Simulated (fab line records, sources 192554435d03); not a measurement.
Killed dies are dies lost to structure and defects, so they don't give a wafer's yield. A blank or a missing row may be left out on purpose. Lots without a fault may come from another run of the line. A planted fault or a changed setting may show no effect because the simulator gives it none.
One fault seen from 2 desks | flow n5_finfet | each desk has only its own numbers; what lay behind them comes last

THE TOOL OWNER'S DESK: rie_diel-01
The tool's own readings at N5_FIN_CUT_ETCH_30 (etches underlayer in N2/H2, target depth 13 nm, time 10.4 s): means of the sampled wafers that have a number, for each lot that ran on this tool. A lot is out of limits, marked OUT, if its mean lies more than 4 standard deviations from the usual mean; the brackets give that distance.
Columns: A = drypump_motor_current_A at N5_FIN_CUT_ETCH_30, usual 5.7 A; B = etch_rf_on_time_s at N5_FIN_CUT_ETCH_30, usual 10.43 s; C = oes_product_au at N5_FIN_CUT_ETCH_30, usual 0.66 a.u.; D = rf_vpp_V at N5_FIN_CUT_ETCH_30, usual 524.5 V; E = showerhead_plenum_p_Torr at N5_FIN_CUT_ETCH_30, usual 2.56 Torr; F = throttle_valve_pct at N5_FIN_CUT_ETCH_30, usual 17.85 %
lot  | first seen here | A   | B               | C    | D     | E    | F
L564 | day 2 08:36     | 5.2 | 10.36           | 0.67 | 526.5 | 2.62 | 17.75
L569 | day 3 15:19     | 5.3 | 9.17 (-4.7) OUT | 0.71 | 525.0 | 2.55 | 17.96
L574 | day 4 20:42     | 5.7 | 7.84 (-9.6) OUT | 0.83 | 523.2 | 2.52 | 17.99
L581 | day 7 00:27     | 5.6 | 10.52           | 0.65 | 524.9 | 2.54 | 17.88
L585 | day 7 15:08     | 5.6 | 10.50           | 0.64 | 523.8 | 2.54 | 17.90
This desk's finding: out of limits on L569, L574; first on L569, day 3 15:19 (etch_rf_on_time_s at N5_FIN_CUT_ETCH_30). In limits: L564, L581, L585.

THE METROLOGY DESK
What the gauges read, lot by lot, whatever tool the lot ran on: means of the sampled wafers that have a number. A lot is out of limits, marked OUT, if its mean lies more than 4 standard deviations from the usual mean; the brackets give that distance. Of its 10 readings 7 are shown: those that lie furthest out on some lot.
Columns: A = DIBL_N at N5_BEOL_M4_RC_MEAS_101, usual 36.2 mV/V; B = DIBL_P at N5_BEOL_M4_RC_MEAS_101, usual 36.5 mV/V; C = IOFF_P at N5_BEOL_M4_RC_MEAS_101, usual 0.21 nA/um; D = ION_N at N5_BEOL_M4_RC_MEAS_101, usual 675 uA/um; E = ION_P at N5_BEOL_M4_RC_MEAS_101, usual 464 uA/um; F = SS_N at N5_BEOL_M4_RC_MEAS_101, usual 71.5 mV/dec; G = SS_P at N5_BEOL_M4_RC_MEAS_101, usual 73.4 mV/dec
lot  | first seen here | A    | B    | C    | D   | E   | F    | G
L564 | day 7 20:24     | 37.5 | 38.0 | 0.25 | 681 | 471 | 71.8 | 73.7
L568 | day 9 00:47     | 37.0 | 36.2 | 0.19 | 667 | 456 | 70.7 | 73.4
L569 | day 9 10:29     | 38.5 | 38.5 | 0.22 | 684 | 462 | 71.6 | 74.1
L570 | day 9 19:01     | 35.3 | 35.8 | 0.21 | 674 | 467 | 71.6 | 73.1
L574 | day 10 11:46    | 36.5 | 37.4 | 0.21 | 689 | 467 | 71.4 | 73.6
L580 | day 12 15:55    | 36.3 | 37.1 | 0.21 | 669 | 461 | 72.2 | 73.5
L581 | day 12 17:14    | 37.2 | 37.5 | 0.24 | 698 | 477 | 71.8 | 73.9
L586 | day 14 01:01    | 36.9 | 36.8 | 0.25 | 677 | 467 | 72.2 | 73.7
L585 | day 14 08:34    | 34.0 | 34.2 | 0.21 | 672 | 471 | 70.9 | 73.0
This desk's finding: nothing out of limits on any of the 9 lots.

PUT TOGETHER
The tool owner's desk could have raised an alarm at day 3 15:19, on L569, L574.
The metrology desk saw nothing out of limits.
The metrology desk has L569, L574 on record, within its limits.
Of the lots named, all ran N5_FIN_CUT_ETCH_30 on rie_diel-01.

WHAT THE SIMULATOR HAD PUT IN
Process parameter drift: rie_diel-01, from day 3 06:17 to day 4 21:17, at N5_FIN_CUT_ETCH_30. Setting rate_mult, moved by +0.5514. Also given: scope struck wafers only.
Lots struck among those shown: L569, L574.
Hours from the fault's start to each desk's first reading out of limits: the tool owner's desk, 9.
